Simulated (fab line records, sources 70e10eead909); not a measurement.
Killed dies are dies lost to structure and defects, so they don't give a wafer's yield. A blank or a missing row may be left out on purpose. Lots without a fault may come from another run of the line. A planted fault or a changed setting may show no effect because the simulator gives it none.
fab line records | flow nand_harc
record lots=5 wafers=15 last_day=23
route steps=1159 shown A_SLIT@801 A_SIN_REMOVE@804 A_WL_FILL@809 A_CONTACT@840 END@1159
lots that met no fault: from a run of the same line without faults
start_h: hours from the record's first day to the start of the lot's first wafer shown | wait_h: hours since the lot's step before | " the same as in the row above | L1.1+2: a row that stands for several wafers | - no value, or no start given | * or withheld: withheld | < > ~ a bound
route shown NAME@n: a module of which the file shows steps, and the number in the route of the first | usual: mean/standard deviation of fault-free wafers | same: alike in all rows | chamber/n: place in a boat | sites: the reading at each site | _std_site: their standard deviation | _edge_site: outer sites' mean less inner sites' | radius_mm: how far each site lies from the wafer's centre | mask NAME#n: copy n | behind: the tool/chamber that last shaped the wafer | hold: why the lot was held/for how many hours/how that ended | device: the transistor (n, p or np) that didn't switch | end of line: the same wafers' tests at the end of the route | a step without rows: its recipe alone | killed: dies lost to structure and defects at the first sort, not the wafer's yield | map: a wafer's dies, x killed, . not, _ none there
set.NAME: the setting as run; set.NAME@STEP: as run at that earlier step | model.NAME: the simulator's own value behind a step, which no gauge read
lots at some steps of the route; a table a step, a row a wafer
services: from which hour (start_h, from the record's first day; less than 0 if before it) a tool's chamber was out of use, for how many hours, and why
## steps
# step NHARC_A_SLIT_PRECLEAN_19
# recipe time_s=* temp_c=50 bath_age_min=0 chemistry=SC1
# step NHARC_A_SLIT_SRD_20
# step NHARC_A_SLIT_CD_MEAS_21
# usual cd_nm=289.4/0.76
# columns lot.wafer tool chamber start_h wait_h cd_nm
L427.2 cd_sem-01 - 341.17 - 289.4
L427.4 " - " " 289.8
L427.5 " - " " 289.4
L433.1 cd_sem-03 - 372.92 - 288.5
L433.2 " - " " 288.9
L433.6 " - " " 288.6
L435.2 cd_sem-01 - 390.08 - 289.2
L435.3 " - " " 289.4
L435.4 " - " " 289.6
L439.1 cd_sem-02 - 410.27 - 290.1
L439.3 " - " " 289.7
L439.6 " - " " 290.0
L442.2 cd_sem-01 - 425.30 - 287.8
L442.3 " - " " 288.2
L442.5 " - " " 288.1
# step NHARC_A_SIN_REMOVE_WET_00
# recipe temp_c=160 time_s=15300 chemistry=H3PO4
# step NHARC_A_SIN_REMOVE_PRECLEAN_01
# recipe time_s=* temp_c=50 bath_age_min=0 chemistry=SC1
# step NHARC_A_SIN_REMOVE_SRD_02
# step NHARC_A_SIN_REMOVE_INSPECT_04
# usual raw_defect_count=303/88
# columns lot.wafer tool chamber start_h wait_h raw_defect_count
L427.2 defect_inspect-01 - 348.64 0.0 305
L427.4 " - " " 301
L427.5 " - " " 301
L433.1 defect_inspect-01 - 380.59 0.0 310
L433.2 " - " " 203
L433.6 " - " " 233
L435.2 defect_inspect-02 - 397.80 0.0 241
L435.3 " - " " 311
L435.4 " - " " 344
L439.1 defect_inspect-01 - 418.03 0.0 166
L439.3 " - " " 349
L439.6 " - " " 232
L442.2 defect_inspect-02 - 433.04 0.0 401
L442.3 " - " " 592
L442.5 " - " " 455
# step NHARC_A_WL_FILL_ALD_00
# recipe target_thk_a=30 pulse_time_s=3 ald_cycles=30 temp_c=300 material=Al2O3
# step NHARC_A_WL_FILL_RTA_01
# recipe temp_c=1000 time_s=5
# usual lamp_power_pct=27.81/0.19 lamp_zone_6_pct=27.76/0.19 wafer_temp_C_max=1005.1/1.7
# columns lot.wafer tool chamber start_h wait_h lamp_power_pct lamp_zone_6_pct wafer_temp_C_max
L427.2 rtp_anneal-02 0 349.19 - 27.95 27.91 1006.0
L427.4 " 0 " " 27.95 27.91 1006.6
L427.5 " 0 " " 27.96 27.88 1003.9
L433.1 rtp_anneal-02 0 380.91 - 27.98 27.89 1004.3
L433.2 " 0 " " 27.99 27.96 1003.5
L433.6 " 0 " " 27.97 27.92 1003.6
L435.2 rtp_anneal-01 0 398.16 - 27.57 27.56 1003.3
L435.3 " 0 " " 27.55 27.56 1003.7
L435.4 " 0 " " 27.58 27.56 1004.3
L439.1 rtp_anneal-02 0 418.50 - 28.04 27.92 1004.2
L439.3 " 0 " " 27.95 27.99 1007.8
L439.6 " 0 " " 27.95 27.92 1005.2
L442.2 rtp_anneal-02 0 433.62 - 27.96 27.94 1006.9
L442.3 " 0 " " 27.97 27.92 1006.3
L442.5 " 0 " " 28.00 27.96 1004.8
# step NHARC_A_WL_FILL_ALD_02
# recipe target_thk_a=20 pulse_time_s=3 ald_cycles=100 temp_c=450 material=TiN
# step NHARC_A_WL_FILL_CVD_03
# recipe target_thk_a=400 temp_c=300 pressure_torr=40 wf6_flow_sccm=40 h2_flow_sccm=1600 ar_flow_sccm=1560 time_s=3302 material=W
# usual chamber_pressure_Torr=39.98/0.092 heater_power_w=457/14 throttle_valve_pct=7.90/0.27
# columns lot.wafer tool chamber start_h wait_h chamber_pressure_Torr heater_power_w throttle_valve_pct
L427.2 cvd_w-02 0 352.54 2.8 39.98 471 7.88
L427.4 " 1 353.96 4.2 39.99 423 8.24
L427.5 " 1 " " 39.99 424 8.13
L433.2 cvd_w-01 0 382.14 0.6 40.12 470 7.89
L433.1 " 1 " " 39.91 460 8.15
L433.6 " 1 384.48 2.9 40.10 460 7.84
L435.2 cvd_w-02 1 404.17 5.4 39.99 441 8.11
L435.4 " 1 " " 40.02 444 7.85
L435.3 " 0 " " 39.90 459 7.49
L439.1 cvd_w-01 0 421.00 1.9 39.99 466 8.14
L439.3 " 1 422.40 3.3 40.03 468 8.17
L439.6 " 1 " " 40.00 459 7.99
L442.2 cvd_w-02 1 439.86 5.7 40.00 441 8.11
L442.3 " 1 " " 39.92 446 7.88
L442.5 " 0 442.22 8.0 39.93 471 7.60
# step NHARC_A_WL_FILL_ETCHBACK_04
# recipe target_depth_a=600 time_s=120 chemistry=NF3
# step NHARC_A_WL_FILL_ETCHBACK_05
# recipe target_depth_a=220 time_s=60 temp_c=40 chemistry=Cl2/BCl3
# step NHARC_A_WL_FILL_STRIP_27
# recipe power_w=1500 temp_c=250 time_s=20 chemistry=N2/H2
# usual drypump_motor_current_A=5.3/0.36 heater_power_w=370/30
# columns lot.wafer tool chamber start_h wait_h drypump_motor_current_A heater_power_w rf_hours_counter_h
L427.2 plasma_asher-02 0 356.26 0.1 5.3 360 57
L427.4 " 0 " " 5.3 366 -
L427.5 " 0 " " 5.3 368 -
L433.2 plasma_asher-02 0 386.16 0.5 5.3 352 6
L433.1 " 1 " " 5.0 431 6
L433.6 " 0 " " 5.3 358 -
L435.2 plasma_asher-02 1 407.91 0.1 5.0 420 11
L435.3 " 0 " " 5.3 358 -
L435.4 " 1 " " 5.0 425 -
L439.1 plasma_asher-02 1 424.98 0.2 5.0 413 15
L439.3 " 1 " " 5.0 416 -
L439.6 " 1 " " 5.0 420 -
L442.2 plasma_asher-02 1 443.74 0.2 5.0 412 24
L442.3 " 1 " " 5.0 415 -
L442.5 " 0 " " 5.3 359 -
# step NHARC_A_WL_FILL_STRIP_28
# recipe time_s=1200 temp_c=72.5 chemistry=post_etch_residue_remover
# step NHARC_A_WL_FILL_PRECLEAN_06
# recipe time_s=300 chemistry=DIW
# step NHARC_A_WL_FILL_SRD_07
# step NHARC_A_WL_FILL_ANNEAL_08
# recipe temp_c=450 time_s=1800
# step NHARC_A_WL_FILL_ALD_10
# recipe target_thk_a=500 pulse_time_s=10 ald_cycles=500 temp_c=300 material=SiO2
# step NHARC_A_WL_FILL_ETCHBACK_16
# recipe target_depth_a=880 time_s=17.6 c4f8_flow_sccm=withheld o2_flow_sccm=8 ar_flow_sccm=withheld rf_w=600 bias_w=800 chemistry=C4F8/O2/Ar
# step NHARC_A_WL_FILL_STRIP_29
# recipe time_s=20 o2_flow_sccm=500 ar_flow_sccm=0 bias_w=0 chemistry=O2
# usual drypump_motor_current_A=5.9/0.49 oes_product_au=1.003/0.0078 rf_vpp_V=57.8/0.9 showerhead_plenum_p_Torr=3.54/0.12 throttle_valve_pct=17.038/0.0092
# columns lot.wafer tool chamber start_h wait_h drypump_motor_current_A oes_product_au rf_hours_counter_h rf_vpp_V showerhead_plenum_p_Torr throttle_valve_pct
L427.4 rie_diel-12 1 366.55 0.1 5.6 0.999 6 58.4 3.54 17.045
L427.2 " 2 " " 6.5 1.008 6 58.3 3.52 17.034
L427.5 " 0 " " 6.4 1.000 - 58.6 3.73 17.035
L433.2 rie_diel-12 0 396.14 0.1 6.3 1.008 0 57.6 3.73 17.042
L433.1 " 1 " " 5.6 0.999 0 57.7 3.54 17.049
L433.6 " 3 " " 5.5 1.007 - 59.0 3.53 17.037
L435.3 rie_diel-12 3 418.28 0.1 5.5 1.002 1 57.7 3.53 17.041
L435.2 " 0 " " 6.3 1.013 1 57.8 3.73 17.023
L435.4 " 1 " " 5.6 1.006 1 59.0 3.54 17.040
L439.1 rie_diel-06 1 434.90 0.1 6.3 0.998 0 58.1 3.42 17.038
L439.3 " 3 " " 5.8 1.011 0 58.1 3.66 17.038
L439.6 " 1 " " 6.3 1.001 - 56.7 3.42 17.029
L442.2 rie_diel-04 1 451.73 0.1 5.4 0.993 11 58.6 3.43 17.033
L442.3 " 3 " " 6.4 0.986 9 58.7 3.33 17.022
L442.5 " 0 " " 5.1 1.010 - 59.3 3.64 17.037
# step NHARC_A_WL_FILL_ETCHBACK_17
# recipe target_depth_a=40 time_s=26.7 chemistry=Cl2/BCl3
# step NHARC_A_WL_FILL_PRECLEAN_18
# recipe time_s=30 chemistry=dHF
# step NHARC_A_WL_FILL_SRD_21
# step NHARC_A_WL_FILL_CVD_23
# recipe target_thk_a=400 temp_c=620 pressure_mtorr=200 time_s=800 material=poly-Si
# step NHARC_A_WL_FILL_ETCHBACK_26
# recipe target_depth_a=520 time_s=13.3 hbr_flow_sccm=150 rf_w=350 icp_w=350 bias_w=60 chemistry=HBr
# step NHARC_A_WL_FILL_PRECLEAN_30
# recipe time_s=10 chemistry=dHF
# step NHARC_A_WL_FILL_SRD_14
# step NHARC_A_WL_FILL_ALD_19
# recipe target_thk_a=20 pulse_time_s=3 ald_cycles=100 temp_c=450 material=TiN
# step NHARC_A_WL_FILL_CVD_20
# recipe target_thk_a=750 temp_c=300 pressure_torr=40 wf6_flow_sccm=40 h2_flow_sccm=1600 ar_flow_sccm=1560 time_s=5064 material=W
# usual chamber_pressure_Torr=40.01/0.088 heater_power_w=459/11 throttle_valve_pct=7.93/0.27
# columns lot.wafer tool chamber start_h wait_h chamber_pressure_Torr heater_power_w throttle_valve_pct
L427.2 cvd_w-01 0 - - 39.99 471 8.04
L427.4 " 0 " " 39.93 454 8.19
L427.5 " 0 " " 40.12 470 8.03
L433.1 cvd_w-01 0 - - 40.13 473 8.01
L433.2 " 1 " " 40.03 466 7.77
L433.6 " 0 " " 40.02 466 8.40
L435.2 cvd_w-01 0 - - 40.07 459 8.15
L435.3 " 0 " " 40.09 466 8.08
L435.4 " 1 " " 40.03 475 7.82
L439.1 cvd_w-01 1 - - 39.95 459 8.21
L439.3 " 0 " " 40.02 469 8.09
L439.6 " 1 " " 39.79 465 7.75
L442.2 cvd_w-02 0 - - 40.01 459 7.45
L442.3 " 0 " " 40.00 463 7.66
L442.5 " 1 " " 39.98 450 8.08
# step NHARC_A_WL_FILL_CMP_12
# recipe t_overpolish_s=30 target_thk_nm=75
# step NHARC_A_WL_FILL_SRD_31
# step NHARC_A_WL_FILL_INSPECT_15
# usual raw_defect_count=410/130
# columns lot.wafer tool chamber start_h wait_h raw_defect_count
L427.2 defect_inspect-02 - 377.85 0.0 290
L427.4 " - " " 320
L427.5 " - " " 243
L433.1 defect_inspect-02 - 410.91 0.0 280
L433.2 " - " " 186
L433.6 " - " " 301
L435.2 defect_inspect-01 - 430.13 0.0 466
L435.3 " - " " 396
L435.4 " - " " 361
L439.1 defect_inspect-02 - 451.40 0.0 428
L439.3 " - " " 597
L439.6 " - " " 377
L442.2 defect_inspect-01 - 464.40 0.0 389
L442.3 " - " " 332
L442.5 " - " " 324
# step NHARC_A_CONTACT_DEP_24
# recipe target_thk_a=5000 temp_c=400 pressure_torr=6.5 rf_w=900 teos_flow_sccm=161.4 flow_sccm=2650 target_thk_nm=500 gas=O2 material=SiO2
# step NHARC_A_CONTACT_DEP_28
# recipe target_thk_a=36000 temp_c=400 material=aC
# usual throttle_valve_pct=35.001/0.01
# columns lot.wafer tool chamber start_h wait_h throttle_valve_pct
L427.2 acl_dep-01 0 379.55 0.8 34.995
L427.4 " 0 " " 34.985
L427.5 " 0 " " 34.985
L433.1 acl_dep-02 0 412.42 0.9 35.013
L433.2 " 0 " " 34.995
L433.6 " 0 414.23 2.7 35.008
L435.2 acl_dep-01 0 431.20 0.4 35.006
L435.3 " 0 " " 34.971
L435.4 " 0 " " 35.003
L439.1 acl_dep-02 0 453.28 1.3 35.005
L439.3 " 0 " " 35.000
L439.6 " 0 455.11 3.1 35.012
L442.2 acl_dep-01 0 466.89 1.9 34.994
L442.3 " 0 " " 34.991
L442.5 " 0 " " 34.992
# step NHARC_END_SORT_01
# recipe temp_c=25
# usual killed_at_array=26/9.9 killed_at_other=0.8/1 killed_at_periphery=2.8/2.2 killed_dies=29/9.9 killed_open=3.2/1.8 killed_short=2.1/1.4
# same gross_dies=677
# columns lot.wafer tool chamber start_h wait_h killed_at_array killed_at_other killed_at_periphery killed_dies killed_open killed_short
L427.4 prober-01 0 454.15 3.4 14 1 1 16 3 4
L433.1 prober-02 0 496.50 2.5 33 1 2 36 3 1
L433.2 prober-02 0 497.31 2.8 15 1 3 19 2 5
L433.6 prober-02 0 500.56 4.1 23 0 1 24 2 1
L435.2 prober-02 0 505.25 2.8 31 1 4 36 5 4
L435.3 prober-02 0 506.05 3.1 32 0 0 32 3 0
L435.4 prober-02 0 506.85 3.4 28 0 1 29 1 1
L439.1 prober-02 0 525.24 2.5 347 0 8 355 5 0
L439.3 prober-02 0 526.82 3.1 311 0 2 313 2 2
L439.6 prober-02 0 529.19 4.0 246 0 4 250 1 3
L442.2 prober-02 0 541.47 2.8 17 2 4 23 3 2
L442.3 prober-02 0 542.28 3.1 21 1 6 28 8 2
L442.5 prober-02 0 543.90 3.7 17 1 6 24 6 3
# killed by level:class
L427.4 A_CONTACT:chamber_film_flake=4 A_CHANNEL_FILL_D1:geometric_particle:short=2 A_WL_FILL:chamber_film_flake=2 A_SOURCE_PLATE:geometric_particle:short=1 A_CHANNEL_FILL_D1:geometric_particle:open=1 A_STAIRCASE:geometric_particle:open=1 A_M1:geometric_particle:open=1 STARTING-WAFER:geometric_particle:short=1
L433.1 A_CONTACT:chamber_film_flake=14 A_STAIRCASE:chamber_film_flake=13 A_CHANNEL_HOLE_D1:chamber_film_flake=2 P_GATE:geometric_particle:open=1 A_WL_FILL:geometric_particle:open=1 A_CONTACT:geometric_particle:open=1 A_M0:geometric_particle:short=1 P_ZERO_WELL:chamber_film_flake=1
L433.2 A_STAIRCASE:chamber_film_flake=4 A_CONTACT:chamber_film_flake=4 P_CONTACT:geometric_particle:short=3 A_SOURCE_PLATE:geometric_particle:short=1 A_WL_FILL:geometric_particle:short=1 A_CONTACT:geometric_particle:open=1 A_M0:geometric_particle:open=1 A_CHANNEL_HOLE_D1:chamber_film_flake=1
L433.6 A_CONTACT:chamber_film_flake=8 A_STAIRCASE:chamber_film_flake=5 A_CHANNEL_HOLE_D1:chamber_film_flake=4 A_WL_FILL:chamber_film_flake=2 P_M0:geometric_particle:open=1 A_WL_FILL:geometric_particle:open=1 A_CONTACT:geometric_particle:short=1 A_ZERO_WELL:chamber_film_flake=1
L435.2 A_CHANNEL_HOLE_D1:chamber_film_flake=10 A_SLIT:chamber_film_flake=7 A_WL_FILL:chamber_film_flake=4 A_ONON_D1:geometric_particle:short=2 P_ZERO_WELL:chamber_film_flake=2 A_STAIRCASE:chamber_film_flake=2 P_M0:geometric_particle:open=1 A_WL_FILL:geometric_particle:short=1
L435.3 A_SLIT:chamber_film_flake=13 A_CHANNEL_HOLE_D1:chamber_film_flake=10 A_STAIRCASE:chamber_film_flake=2 A_CONTACT:chamber_film_flake=2 A_STAIRCASE:geometric_particle:open=1 A_CONTACT:geometric_particle:open=1 A_BLC:geometric_particle:open=1 A_CHANNEL_FILL_D1:chamber_film_flake=1
L435.4 A_CHANNEL_HOLE_D1:chamber_film_flake=13 A_SLIT:chamber_film_flake=5 A_CONTACT:chamber_film_flake=3 A_ZERO_WELL:chamber_film_flake=2 A_STAIRCASE:chamber_film_flake=2 A_CHANNEL_FILL_D1:geometric_particle:open=1 A_SGD_CUT:geometric_particle:short=1 P_M0:chamber_film_flake=1
L439.1 A_WL_FILL:area_cvd=321 A_SLIT:chamber_film_flake=13 A_CONTACT:chamber_film_flake=5 P_CONTACT:chamber_film_flake=4 A_CHANNEL_HOLE_D1:chamber_film_flake=4 P_M0:geometric_particle:open=1 P_M1:geometric_particle:open=1 A_ONON_D1:geometric_particle:open=1
L439.3 A_WL_FILL:area_cvd=287 A_SLIT:chamber_film_flake=8 A_CHANNEL_HOLE_D1:chamber_film_flake=4 A_STAIRCASE:chamber_film_flake=3 A_WL_FILL:chamber_film_flake=3 A_CONTACT:chamber_film_flake=3 P_M1:geometric_particle:short=1 A_ONON_D1:geometric_particle:short=1
L439.6 A_WL_FILL:area_cvd=216 A_SLIT:chamber_film_flake=18 A_CHANNEL_HOLE_D1:chamber_film_flake=5 A_CONTACT:chamber_film_flake=4 P_CONTACT:geometric_particle:short=2 A_WL_FILL:chamber_film_flake=2 P_CONTACT:geometric_particle:open=1 A_CONTACT:geometric_particle:short=1
L442.2 A_CHANNEL_HOLE_D1:chamber_film_flake=4 A_STAIRCASE:chamber_film_flake=3 A_CONTACT:chamber_film_flake=3 A_M1:chamber_film_flake=3 A_WL_FILL:geometric_particle:short=2 P_GATE:chamber_film_flake=2 THIN_TSV:chamber_film_flake=2 P_GATE:geometric_particle:open=1
L442.3 A_CHANNEL_HOLE_D1:chamber_film_flake=8 A_CONTACT:chamber_film_flake=7 A_CONTACT:geometric_particle:open=3 P_GATE:geometric_particle:short=1 P_GATE:geometric_particle:open=1 P_M0:geometric_particle:open=1 P_M0:geometric_particle:short=1 A_BLC:geometric_particle:open=1
L442.5 A_CHANNEL_HOLE_D1:chamber_film_flake=4 A_CONTACT:chamber_film_flake=4 A_CONTACT:geometric_particle:open=2 P_GATE:geometric_particle:short=1 P_M0:geometric_particle:open=1 P_M2:geometric_particle:open=1 A_ONON_D1:geometric_particle:open=1 A_SGD_CUT:geometric_particle:short=1
# map L439.1 (x killed, . not)
____________.____________
_________......._________
_______........x.._______
______.....x..xx...______
_____.xx.xx.x.x.x..._____
____...x.x.xxx...x...____
____...xxxxxxxx.xx..x____
___...x.xxx.xxxxx.xx..___
___...xxxxxxxxxxxxxx.x___
__....xx.xxxxxxxxx..x.x__
__....xxxxxxxxxxxxx....__
_....xxxxxxxxxxxxxxxx..._
_...xxxxxxxxxxxxxxxxx..._
_..x..xxxxxxxxxxxxxxx..._
_....xxxxx.xxxxxxxx.xx.._
_...xx.xxxxxxxxxxx.xxxx._
...xx.xxxxxxxxxxxxxx..x.x
...xx.xxxxxxxxxxxxx.x...x
...xxxxxxxxxxxxxxxxx.xx..
....x.xxxxxxx.xxxxxx.x...
....xxxxxxxxxxxxxxx..x...
_..x.xxxxxxxxxxxxx.xx..._
_....x.xxxxxxxx.xxxx...._
_...x...xxxxxxxxxxxx...._
_......x.xxxxxxx.xxx..x._
_.....xx...xxxx.xx......_
__..x...x..xxx.x.x...x.__
__.....xx..xx..xxx.x...__
___....xxx.x.xx..x....___
___..xx.......x.x.....___
____.xxx.....x.......____
____xxxxx....x.x.....____
_____xxx............_____
______xx.....x.....______
_______x...x......_______
_________.x....._________
____________.____________
# map L433.1 (x killed, . not)
____________.____________
_________......._________
_______..........._______
______.............______
_____..............._____
____..xx.............____
____......x.x........____
___...................___
___...............x...___
__.xx..x..........x.x..__
__...........x.........__
_x...x.................._
_......x.............x.._
_....x...x.............._
_....x.......x........x._
_..................x...._
.......x.....xx.....x....
.....................x...
....................x.x..
.........................
.........................
_........x...xx........._
_...........x..........._
_......................._
_......................._
_.........x............._
__.....................__
__...................x.__
___...................___
___..............x....___
____.................____
____...........x.....____
_____..............._____
______.............______
_______..........._______
_________......._________
____________.____________
## services
# columns tool chamber start_h hours kind
rie_diel-12 0 333.90 - clean
rie_diel-06 2 338.58 5.9 repair
acl_dep-02 - 349.18 13.0 pm
rie_diel-04 1 349.90 7.5 repair
cvd_w-02 - 357.08 7.8 repair
plasma_asher-02 - 360.25 9.0 pm
plasma_asher-02 0 360.25 9.0 vent_cycle
plasma_asher-02 1 360.25 9.0 vent_cycle
plasma_asher-02 0 369.25 - clean
plasma_asher-02 1 369.25 - clean
cvd_w-02 - 378.09 13.0 pm
cvd_w-02 0 378.09 13.0 vent_cycle
cvd_w-02 1 378.09 13.0 vent_cycle
rie_diel-12 - 379.40 9.0 pm
cvd_w-01 - 380.59 1.5 repair
cvd_w-02 0 391.09 - clean
cvd_w-02 1 391.09 - clean
rie_diel-06 - 418.20 9.0 pm
rie_diel-04 2 424.68 26.5 repair
plasma_asher-02 - 431.85 0.8 repair
rie_diel-06 2 434.39 2.0 repair
rie_diel-06 - 452.81 0.2 repair
rie_diel-06 3 456.23 5.3 repair
rie_diel-04 - 465.97 9.0 pm
## key
first_sign step=NHARC_END_SORT_01 reading=killed_dies direction=up sigmas=28 usual=29 struck=306
effect step=NHARC_END_SORT_01 reading=killed_at_array direction=up sigmas=28 usual=26 struck=301
more_kills_born_at NHARC_A_WL_FILL_CVD_03@cvd_w-01=824
met_at NHARC_A_WL_FILL_CVD_03
struck_wafers L439.1,L439.3,L439.6
tester_left_out L439
onset_between 382.14 421.00
also_fits NHARC_A_WL_FILL_STRIP_29:rie_diel-06,NHARC_A_WL_FILL_CVD_20:cvd_w-01,NHARC_A_CONTACT_DEP_28:acl_dep-02
fault kind=process_parameter_drift tool=cvd_w-01 chamber=- onset_h=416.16 steps=NHARC_A_WL_FILL_CVD_03 channel=target_thk_a offset=* shape=step acts_in=* stated=*
# tester_left_out: of these lots the tester's yield and bins aren't shown, on N5 and GAA mostly nor the transistor test; their killed dies are dies lost to structure and defects alone, not to doping, threshold or leakage, so they don't give the yield
